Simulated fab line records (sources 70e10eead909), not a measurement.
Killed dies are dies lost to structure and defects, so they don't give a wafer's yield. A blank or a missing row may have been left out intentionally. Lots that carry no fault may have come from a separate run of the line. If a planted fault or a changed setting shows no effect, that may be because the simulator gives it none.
Which tool was responsible? || flow nandHarc || 15 lots, 42 wafers sampled, at 6 steps of a route of 1159

## WHAT EACH GAUGE READ, for each wafer
NHARC_A_ONON_D1_THK_MEAS_21: measures by ellipsometry. Usual: thkNm 998 nm, standard deviation 9.3.
{"lot": "L891", "measured": "day 7 10:21", "on": "filmMetro-02", "thkNm (nm)": "996 997 997", "flag": ""}
{"lot": "L892", "measured": "day 8 10:10", "on": "filmMetro-02", "thkNm (nm)": "989 988 990", "flag": ""}
{"lot": "L893", "measured": "day 8 10:11", "on": "filmMetro-01", "thkNm (nm)": "1002 1002 1000", "flag": ""}
{"lot": "L894", "measured": "day 8 10:11", "on": "filmMetro-02", "thkNm (nm)": "1007 1004 1005", "flag": ""}
{"lot": "L895", "measured": "day 9 04:02", "on": "filmMetro-02", "thkNm (nm)": "990 992 993", "flag": ""}
{"lot": "L897", "measured": "day 9 12:35", "on": "filmMetro-01", "thkNm (nm)": "1004 1002 1004", "flag": ""}
{"lot": "L898", "measured": "day 9 12:35", "on": "filmMetro-02", "thkNm (nm)": "988 990 989", "flag": ""}
{"lot": "L900", "measured": "day 10 16:35", "on": "filmMetro-02", "thkNm (nm)": "1015 1016 1016", "flag": ""}
{"lot": "L901", "measured": "day 10 16:35", "on": "filmMetro-01", "thkNm (nm)": "999 998 998", "flag": ""}
{"lot": "L902", "measured": "day 11 08:14", "on": "filmMetro-01", "thkNm (nm)": "1020 1018 1019", "flag": ""}
{"lot": "L904", "measured": "day 11 14:59", "on": "filmMetro-01", "thkNm (nm)": "1003 1002 1002", "flag": ""}
{"lot": "L909", "measured": "day 12 04:55", "on": "filmMetro-02", "thkNm (nm)": "991 989", "flag": ""}
{"lot": "L907", "measured": "day 12 05:16", "on": "filmMetro-01", "thkNm (nm)": "997 995", "flag": ""}
{"lot": "L911", "measured": "day 12 21:49", "on": "filmMetro-02", "thkNm (nm)": "1006 1006", "flag": ""}
{"lot": "L913", "measured": "day 13 08:09", "on": "filmMetro-01", "thkNm (nm)": "1016 1015 1015", "flag": ""}

NHARC_A_ONON_D1_THK_MEAS_27: measures by ellipsometry. Usual: thkNm 999 nm, standard deviation 7.2.
{"lot": "L891", "measured": "day 7 11:29", "on": "filmMetro-02", "thkNm (nm)": "1011 1013 1012", "flag": ""}
{"lot": "L892", "measured": "day 8 11:19", "on": "filmMetro-02", "thkNm (nm)": "1001 1000 999", "flag": ""}
{"lot": "L893", "measured": "day 8 11:20", "on": "filmMetro-02", "thkNm (nm)": "997 996 998", "flag": ""}
{"lot": "L894", "measured": "day 8 11:19", "on": "filmMetro-01", "thkNm (nm)": "1006 1006 1007", "flag": ""}
{"lot": "L895", "measured": "day 9 05:10", "on": "filmMetro-02", "thkNm (nm)": "996 995 995", "flag": ""}
{"lot": "L897", "measured": "day 9 13:43", "on": "filmMetro-01", "thkNm (nm)": "989 990 988", "flag": ""}
{"lot": "L898", "measured": "day 9 13:43", "on": "filmMetro-02", "thkNm (nm)": "1007 1006 1006", "flag": ""}
{"lot": "L900", "measured": "day 10 17:43", "on": "filmMetro-02", "thkNm (nm)": "1008 1007 1007", "flag": ""}
{"lot": "L901", "measured": "day 10 17:44", "on": "filmMetro-01", "thkNm (nm)": "1005 1004 1002", "flag": ""}
{"lot": "L902", "measured": "day 11 09:22", "on": "filmMetro-02", "thkNm (nm)": "1000 998 999", "flag": ""}
{"lot": "L904", "measured": "day 11 16:08", "on": "filmMetro-01", "thkNm (nm)": "991 991 990", "flag": ""}
{"lot": "L909", "measured": "day 12 06:04", "on": "filmMetro-01", "thkNm (nm)": "1388 986", "flag": "OFF"}
{"lot": "L907", "measured": "day 12 06:25", "on": "filmMetro-02", "thkNm (nm)": "1005 1409", "flag": "OFF"}
{"lot": "L911", "measured": "day 12 23:05", "on": "filmMetro-02", "thkNm (nm)": "1398 1398", "flag": "OFF"}
{"lot": "L913", "measured": "day 13 09:17", "on": "filmMetro-01", "thkNm (nm)": "998 997 995", "flag": ""}

NHARC_A_ONON_D1_INSPECT_32. Usual: rawDefectCount 76, standard deviation 24.
{"lot": "L891", "measured": "day 7 12:37", "on": "defectInspect-02", "rawDefectCount": "49 70 60", "flag": ""}
{"lot": "L892", "measured": "day 8 12:26", "on": "defectInspect-02", "rawDefectCount": "109 66 60", "flag": ""}
{"lot": "L893", "measured": "day 8 12:31", "on": "defectInspect-02", "rawDefectCount": "92 51 93", "flag": ""}
{"lot": "L894", "measured": "day 8 12:27", "on": "defectInspect-01", "rawDefectCount": "39 63 32", "flag": ""}
{"lot": "L895", "measured": "day 9 06:16", "on": "defectInspect-02", "rawDefectCount": "67 83 164", "flag": ""}
{"lot": "L897", "measured": "day 9 14:50", "on": "defectInspect-02", "rawDefectCount": "82 87 47", "flag": ""}
{"lot": "L898", "measured": "day 9 15:04", "on": "defectInspect-01", "rawDefectCount": "105 85 111", "flag": ""}
{"lot": "L900", "measured": "day 10 18:53", "on": "defectInspect-01", "rawDefectCount": "58 73 110", "flag": ""}
{"lot": "L901", "measured": "day 10 18:58", "on": "defectInspect-02", "rawDefectCount": "69 73 56", "flag": ""}
{"lot": "L902", "measured": "day 11 10:37", "on": "defectInspect-01", "rawDefectCount": "112 72 98", "flag": ""}
{"lot": "L904", "measured": "day 11 17:14", "on": "defectInspect-02", "rawDefectCount": "59 94 87", "flag": ""}
{"lot": "L909", "measured": "day 12 07:10", "on": "defectInspect-02", "rawDefectCount": "59 107", "flag": ""}
{"lot": "L907", "measured": "day 12 07:31", "on": "defectInspect-01", "rawDefectCount": "77 80", "flag": ""}
{"lot": "L911", "measured": "day 13 00:12", "on": "defectInspect-01", "rawDefectCount": "52 62", "flag": ""}
{"lot": "L913", "measured": "day 13 10:23", "on": "defectInspect-01", "rawDefectCount": "88 58 131", "flag": ""}

NHARC_A_CHANNEL_HOLE_D1_CD_MEAS_10 targets a cd of 100 nm. Usual: cdNm 100.4 nm, standard deviation 0.6.
{"lot": "L891", "measured": "day 7 15:59", "on": "cdSem-01", "cdNm (nm)": "100.5 101.1 100.1", "flag": ""}
{"lot": "L892", "measured": "day 8 18:13", "on": "cdSem-02", "cdNm (nm)": "100.3 100.5 101.1", "flag": ""}
{"lot": "L893", "measured": "day 8 19:02", "on": "cdSem-02", "cdNm (nm)": "99.4 99.7 100.3", "flag": ""}
{"lot": "L894", "measured": "day 8 18:22", "on": "cdSem-01", "cdNm (nm)": "101.1 99.6 100.8", "flag": ""}
{"lot": "L895", "measured": "day 9 11:44", "on": "cdSem-03", "cdNm (nm)": "100.9 99.5 100.5", "flag": ""}
{"lot": "L897", "measured": "day 9 19:38", "on": "cdSem-02", "cdNm (nm)": "100.0 100.5 101.2", "flag": ""}
{"lot": "L898", "measured": "day 9 19:48", "on": "cdSem-01", "cdNm (nm)": "100.0 100.8 99.4", "flag": ""}
{"lot": "L900", "measured": "day 10 21:55", "on": "cdSem-01", "cdNm (nm)": "100.3 100.3 100.1", "flag": ""}
{"lot": "L901", "measured": "day 10 23:53", "on": "cdSem-01", "cdNm (nm)": "99.9 100.3 101.4", "flag": ""}
{"lot": "L902", "measured": "day 11 13:25", "on": "cdSem-01", "cdNm (nm)": "100.7 100.9 101.2", "flag": ""}
{"lot": "L904", "measured": "day 11 20:06", "on": "cdSem-01", "cdNm (nm)": "100.5 100.3 100.4", "flag": ""}
{"lot": "L909", "measured": "day 12 09:47", "on": "cdSem-02", "cdNm (nm)": 100.3, "flag": ""}
{"lot": "L907", "measured": "day 12 11:46", "on": "cdSem-03", "cdNm (nm)": 100.5, "flag": ""}
{"lot": "L913", "measured": "day 13 21:32", "on": "cdSem-02", "cdNm (nm)": "99.5 99.6 99.8", "flag": ""}

NHARC_END_SORT_01. Usual: killedAtArray 30, standard deviation 10; killedAtOther 0.5, standard deviation 0.82; killedAtPeriphery 2.9, standard deviation 2; killedDies 34, standard deviation 11; killedOpen 3.2, standard deviation 1.8; killedShort 2.0, standard deviation 1.4.
{"lot": "L909", "measured": "day 23 22:50", "on": "prober-01", "killedAtArray": "670 12", "killedAtOther": "2 0", "killedAtPeriphery": "5 5", "killedDies": "677 17", "killedOpen": "1 1", "killedShort": "1 2", "flag": "OFF"}
{"lot": "L907", "measured": "day 24 10:56", "on": "prober-02", "killedAtArray": "30 673", "killedAtOther": "3 1", "killedAtPeriphery": "2 3", "killedDies": "35 677", "killedOpen": "3 5", "killedShort": "4 7", "flag": "OFF"}
{"lot": "L911", "measured": "day 24 22:11", "on": "prober-01", "killedAtArray": "675 673", "killedAtOther": "1 1", "killedAtPeriphery": "1 3", "killedDies": "677 677", "killedOpen": "4 6", "killedShort": "4 2", "flag": "OFF"}

## WHAT TOOL EACH LOT RAN ON (gives the tool, then ch and the chambers of the sampled wafers, and finally the start)
{"lot": "L891", "NHARC_A_ONON_D1_DEP_25": "pecvdOnon-04 ch 0, day 7 10:59"}
{"lot": "L892", "NHARC_A_ONON_D1_DEP_25": "pecvdOnon-01 ch 0, day 8 10:52"}
{"lot": "L893", "NHARC_A_ONON_D1_DEP_25": "pecvdOnon-04 ch 0, day 8 10:53"}
{"lot": "L894", "NHARC_A_ONON_D1_DEP_25": "pecvdOnon-03 ch 0, day 8 10:56"}
{"lot": "L895", "NHARC_A_ONON_D1_DEP_25": "pecvdOnon-03 ch 0, day 9 04:43"}
{"lot": "L897", "NHARC_A_ONON_D1_DEP_25": "pecvdOnon-04 ch 0, day 9 13:16"}
{"lot": "L898", "NHARC_A_ONON_D1_DEP_25": "pecvdOnon-03 ch 0, day 9 13:13"}
{"lot": "L900", "NHARC_A_ONON_D1_DEP_25": "pecvdOnon-03 ch 0, day 10 17:13"}
{"lot": "L901", "NHARC_A_ONON_D1_DEP_25": "pecvdOnon-01 ch 0, day 10 17:20"}
{"lot": "L902", "NHARC_A_ONON_D1_DEP_25": "pecvdOnon-03 ch 0, day 11 08:51"}
{"lot": "L904", "NHARC_A_ONON_D1_DEP_25": "pecvdOnon-04 ch 0, day 11 15:40"}
{"lot": "L909", "NHARC_A_ONON_D1_DEP_25": "pecvdOnon-01 ch 0, day 12 05:33"}
{"lot": "L907", "NHARC_A_ONON_D1_DEP_25": "pecvdOnon-01 ch 0, day 12 06:08"}
{"lot": "L911", "NHARC_A_ONON_D1_DEP_25": "pecvdOnon-01 ch 0, day 12 22:34"}
{"lot": "L913", "NHARC_A_ONON_D1_DEP_25": "pecvdOnon-03 ch 0, day 13 08:50"}
- NHARC_A_ONON_D1_DEP_25: target thk 1000 nm.

## AS READ BY THE TOOLS THEMSELVES (means over the sampled wafers that have a number; for cases with no such wafer, the mark the record gives instead)
The record holds no such reading with a usual standard deviation.

## THE ANSWER, worked out from the rows above alone
Rule: a lot is off if the mean of its wafers that have a number lies more than 3 standard deviations from the usual mean. A lot without any number at a reading at which 4 lots or more have one is off too. The other lots that the step has rows for count as sound. After the gauges, taken in route order, come the tools' own readings; for these a lot's mean is taken, as printed above. The first step at which some lot is off is used, and at that step the reading that is off furthest; a lot without a number counts as furthest.
Off, at NHARC_A_ONON_D1_THK_MEAS_27 on thkNm: L909, L907, L911.
A tool fits if, at a process step before that reading, it ran every lot that is off, and no sound lot after the first of them. The gauges at NHARC_A_ONON_D1_THK_MEAS_27 aren't tried: what is off there is off at NHARC_END_SORT_01 too, on other tools, and a gauge's error can't cause that. One candidate fits, namely pecvdOnon-01 at NHARC_A_ONON_D1_DEP_25. Its last sound lot is L901 (day 10 17:20), its first lot that is off L909 (day 12 05:33): a fault that began between those two fits.

## WHAT HAD BEEN PUT IN BY THE SIMULATOR
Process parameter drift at NHARC_A_ONON_D1_DEP_25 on pecvdOnon-01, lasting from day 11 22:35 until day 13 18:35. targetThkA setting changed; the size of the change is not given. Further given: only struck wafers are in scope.
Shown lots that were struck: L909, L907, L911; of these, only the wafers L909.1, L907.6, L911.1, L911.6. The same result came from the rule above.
